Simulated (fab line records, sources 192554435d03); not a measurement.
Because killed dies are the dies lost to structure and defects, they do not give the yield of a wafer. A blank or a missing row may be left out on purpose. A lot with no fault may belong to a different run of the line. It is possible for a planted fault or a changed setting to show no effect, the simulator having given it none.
One fault seen from 2 desks ; flow n5 finfet ; each desk holds nothing but its own numbers, with what lay behind them at the end

== FROM THE METROLOGY DESK ==
What the gauges read for every lot (on any tool): the sampled wafers with a number, averaged. If a lot's mean is further than 4 standard deviations from the usual mean, the lot is out of limits and carries the mark OUT (the distance appears in the brackets).
Columns: A = thk nm at N5_DUMMY_GATE_THK_MEAS_05, usual 71.9 nm; B = cd nm at N5_DUMMY_GATE_CD_MEAS_15, usual 24.96 nm; C = cd nm at N5_DUMMY_GATE_CD_MEAS_50, usual 14.1 nm; D = cd nm at N5_DUMMY_GATE_CD_MEAS_24, usual 15.1 nm
lot;first seen here;A;B;C;D
L416;day 2 20:23;70.5;24.90;13.9;15.3
L417;day 3 01:10;73.1;24.87;13.4;14.7
L420;day 3 20:05;73.3;25.06;14.5;15.2
L421;day 4 01:00;71.5;25.43;14.4;15.7
L422;day 4 06:46;72.3;25.14;14.4;15.5
L424;day 4 17:05;70.3;24.84;14.1;14.9
L428;day 5 19:31;72.8;23.64 (-5.8) OUT;12.9;13.7
L429;day 5 23:47;71.5;24.00 (-4.2) OUT;13.1;14.0
L431;day 6 11:49;71.4;24.70;14.1;15.1
L436;day 7 17:18;70.9;24.86;14.2;15.2
Finding of this desk: L428, L429 out of limits; the first was L428 at day 5 23:56, on cd nm at N5_DUMMY_GATE_CD_MEAS_15. L416, L417, L420, L421, L422, L424, L431, L436 stayed within limits.

== TOOL OWNER'S DESK, euv scanner-01 ==
The tool's own readings at N5_DUMMY_GATE_EXPOSE_12 (exposes mask GATE, target cd 25 nm): means of the sampled wafers that have a number, for each lot that ran on this tool. If a lot's mean is further than 4 standard deviations from the usual mean, the lot is out of limits and carries the mark OUT (the distance appears in the brackets).
Columns: A = exposure dose mJ cm2 at N5_DUMMY_GATE_EXPOSE_12, usual 33.90
lot;first seen here;A
L416;day 3 05:34;33.88
L420;day 4 00:22;33.92
L424;day 4 21:16;33.90
L428;day 5 23:48;36.17 (+60) OUT
L429;day 6 03:58;35.77 (+49) OUT
Finding of this desk: L428, L429 out of limits; the first was L428 at day 5 23:48, on exposure dose mJ cm2 at N5_DUMMY_GATE_EXPOSE_12. L416, L420, L424 stayed within limits.

== ALL TOGETHER ==
On L428, L429, at day 5 23:48, an alarm was possible from the tool owner's desk.
An alarm was possible from the metrology desk at day 5 23:56, on L428, L429.
All the named lots went through N5_DUMMY_GATE_EXPOSE_12 on euv scanner-01.

== WHAT HAD BEEN PUT IN BY THE SIMULATOR ==
Process parameter drift: euv scanner-01, from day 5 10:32 on, at N5_DUMMY_GATE_EXPOSE_12. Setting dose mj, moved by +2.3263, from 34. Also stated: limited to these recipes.
Struck lots among those shown: L428, L429.
Hours from the fault's start to each desk's first reading out of limits: the tool owner's desk, 13; the metrology desk, 13.
